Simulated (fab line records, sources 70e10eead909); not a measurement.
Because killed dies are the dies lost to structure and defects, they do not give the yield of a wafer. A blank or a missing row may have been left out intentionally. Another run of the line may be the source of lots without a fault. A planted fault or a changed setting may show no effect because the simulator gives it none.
Chamber matching + flow nand harc + pecvd-04 running NHARC_A_STAIRCASE_DEP_151: 3 sister chambers
The step deposits SiO2, target thk 3800 nm. 16 wafers are shown with their chamber, then 8 later ones without.

== WAFERS WITH THEIR CHAMBER ==
| wafer  | chamber | heater power w (W) |
|--------|---------|--------------------|
| L074.1 | 0       | 706                |
| L074.4 | 0       | 609                |
| L074.6 | 0       | 598                |
| L076.1 | 2       | 653                |
| L076.4 | 2       | 642                |
| L076.6 | 1       | 642                |
| L080.3 | 0       | 746                |
| L080.4 | 0       | 617                |
| L080.5 | 1       | 620                |
| L083.1 | 0       | 752                |
| L083.3 | 1       | 749                |
| L083.5 | 2       | 666                |
| L084.3 | 0       | 711                |
| L084.5 | 2       | 672                |
| L084.6 | 1       | 620                |
| L088.1 | 0       | 644                |

SIGNATURES (averages over the wafers above)
| reading        | chamber 0 | chamber 1 | chamber 2 | scatter within a chamber |
|----------------|-----------|-----------|-----------|--------------------------|
| heater power w | 672.88    | 657.75    | 658.25    | 55.3                     |
Rule: for a wafer and a chamber, the distance is found by dividing, reading by reading, the gap between the wafer's reading and the chamber's mean by the reading's scatter, squaring, summing and taking the root. If the next closest chamber is less than 2 further off than the closest, the wafer can't be placed; otherwise it belongs to the closest. The scatter: take each reading less its chamber's mean, square it, sum over the shown wafers, divide by the number of wafers less the number of chambers, and take the root.

== WAFERS WITH NO CHAMBER GIVEN ==
| wafer  | heater power w (W) |
|--------|--------------------|
| L088.3 | 746                |
| L088.4 | 659                |
| L091.1 | 730                |
| L091.2 | 753                |
| L091.3 | 749                |
| L093.2 | 724                |
| L093.4 | 634                |
| L093.6 | 674                |

== WHICH CHAMBER EACH ONE RAN IN ==
| wafer  | from the rows above          | in truth |
|--------|------------------------------|----------|
| L088.3 | can't be placed: 0 or 2 or 1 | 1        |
| L088.4 | can't be placed: 2 or 1 or 0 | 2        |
| L091.1 | can't be placed: 0 or 2 or 1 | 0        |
| L091.2 | can't be placed: 0 or 2 or 1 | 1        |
| L091.3 | can't be placed: 0 or 2 or 1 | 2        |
| L093.2 | can't be placed: 0 or 2 or 1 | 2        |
| L093.4 | can't be placed: 1 or 2 or 0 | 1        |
| L093.6 | can't be placed: 0 or 2 or 1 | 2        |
Correctly placed: 0 of 8. Unplaceable from these rows: 8, with the true chamber sitting among the candidates in 8. Placed wrongly: 0.
